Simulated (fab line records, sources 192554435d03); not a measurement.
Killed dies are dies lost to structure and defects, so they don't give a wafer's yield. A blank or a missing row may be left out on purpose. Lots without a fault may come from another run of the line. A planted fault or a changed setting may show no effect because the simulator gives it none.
Chamber matching | flow n5_finfet | N5_BEOL_M2_DEP_57 on pecvd-01: 3 sister chambers
The step deposits SiCN from 3MS/NH3, target thk 8 nm, time 14 s. 6 wafers are shown with their chamber, then 7 later ones without.

WAFERS WITH THEIR CHAMBER
wafer  | chamber | throttle_valve_pct (%) | chamber_pressure_Torr (Torr)
L084.2 | 1       | 9.32                   | 2.998
L084.3 | 0       | 9.76                   | 2.998
L085.4 | 1       | 9.50                   | 3.009
L085.5 | 0       | 9.91                   | 2.997
L088.1 | 2       | 8.99                   | 3.004
L088.5 | 2       | 8.90                   | 2.996

WAFERS WITHOUT THEIR CHAMBER
wafer  | throttle_valve_pct (%) | chamber_pressure_Torr (Torr)
L088.6 | 9.41                   | 3.008
L089.1 | 9.13                   | 2.992
L089.2 | 9.86                   | 3.017
L089.3 | 9.42                   | 3.001
L091.2 | 9.80                   | 3.007
L091.5 | 9.70                   | 2.997
L091.6 | 9.58                   | 2.993

WHICH CHAMBER EACH WENT THROUGH
wafer  | from the rows above     | in truth
L088.6 | 1                       | 1
L089.1 | can't be placed: 2 or 1 | 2
L089.2 | can't be placed: 0 or 1 | 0
L089.3 | 1                       | 1
L091.2 | 0                       | 0
L091.5 | can't be placed: 0 or 1 | 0
L091.6 | can't be placed: 1 or 0 | 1
Placed correctly: 3 of 7. Can't be placed from these rows: 4 (the true chamber is among the candidates in 4). Placed wrongly: 0.
How it was worked out, from the rows above alone: a wafer's distance from a chamber is the root of the sum, over the readings, of the square of ((its reading less the chamber's mean) divided by the reading's scatter). The wafer belongs to the nearest chamber; if the next one is less than 2 further off, it can't be placed. A chamber's mean is the mean of its shown wafers. The scatter: the root of (the sum of the squares of (reading less its chamber's mean) over the shown wafers, divided by (wafers less chambers)).
